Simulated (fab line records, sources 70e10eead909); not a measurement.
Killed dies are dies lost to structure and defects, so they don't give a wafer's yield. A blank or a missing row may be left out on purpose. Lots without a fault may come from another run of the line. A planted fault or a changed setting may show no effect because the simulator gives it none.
Problem report in the 8D (eight disciplines) form, filled by code | flow nand_harc | the parts of the form that need people (team, actions taken, sign-off) are left out

1. THE PROBLEM
thk_nm at NHARC_A_ONON_D2_THK_MEAS_02 reads a mean of 1658 nm on 6 wafers of 2 lots; wafers without a fault read 1003 nm with a standard deviation of 10. That is +65 standard deviations from the usual mean.
The step: measures by ellipsometry.
First seen on wafer L406.2, day 18 00:11, on film_metro-01. The record holds 39 wafers of 13 lots with a number at this step. Rule for "out", or "out of limits": more than 4 standard deviations from the usual mean. The other wafers with a number count as sound.

2. WHAT IT IS AND WHAT IT IS NOT
question                    | is                           | is not
which readings at this step | thk_nm                       | -
which lots                  | L406, L407                   | L393, L394, L395, L397, L398, L399, L408, L410, L414, L415, L416
which wafers of those lots  | all that have a number       | -
read on which gauges        | film_metro-01, film_metro-02 | -
when                        | from day 18 00:11            | up to then (18 sound wafers); but 15 sound wafers of L408, L410, L414, L415, L416 came after

3. SUSPECTS, AND WHAT RULES EACH OUT
Counting: a tool at a process step up to the reading stays a suspect if it ran every lot that is out and no sound lot after the first of them.
- the gauge at NHARC_A_ONON_D2_THK_MEAS_02: ruled out. The wafers that are out were read on 2 gauges (film_metro-01, film_metro-02).
- rie_diel-03 at NHARC_A_CHANNEL_FILL_D1_ETCHBACK_20 (etches the open film in C4F8/O2/Ar, target depth 27 nm, time 13.5 s): ruled out as a lasting fault. Sound lots L410, L415, L416 ran on it after its first lot that is out, L406 (day 14 22:52).
- pecvd_onon-02 at NHARC_A_ONON_D2_DEP_00 (target thk 1000 nm): ruled out as a lasting fault. Sound lots L416 ran on it after its first lot that is out, L406 (day 17 23:44).
Left after counting: nothing in the record.

4. THE CAUSE (what the simulator had put in)
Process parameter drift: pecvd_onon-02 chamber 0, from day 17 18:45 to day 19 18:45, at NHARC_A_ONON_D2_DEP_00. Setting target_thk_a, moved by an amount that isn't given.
Counting ruled it out, wrongly: the rule takes a fault to strike every lot that its tool runs from its start on, and this one did not.

5. THE CHAIN OF EFFECTS, in route order
Each row: a reading whose mean over the struck wafers that have a number lies more than 3 standard deviations from the usual. Only readings for which the record gives a usual standard deviation are gone through. hours: the time from each lot's start at the first step in this table that gives one to its start at this step, as a median over the lots. sigmas: the change in usual standard deviations.
hours | step                        | reading         | usual   | on struck wafers | change | sigmas
0     | NHARC_A_ONON_D2_THK_MEAS_02 | thk_nm          | 1003 nm | 1658             | +655   | +65
282   | NHARC_END_SORT_01           | killed_at_array | 52      | 674              | +622   | +39
282   | NHARC_END_SORT_01           | killed_dies     | 57      | 677              | +620   | +39

6. WHAT WOULD HAVE CAUGHT IT SOONER
In this record the first reading out of limits at a measuring or inspecting step was taken at day 18 00:11, 5 hours after the fault began at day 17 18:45.
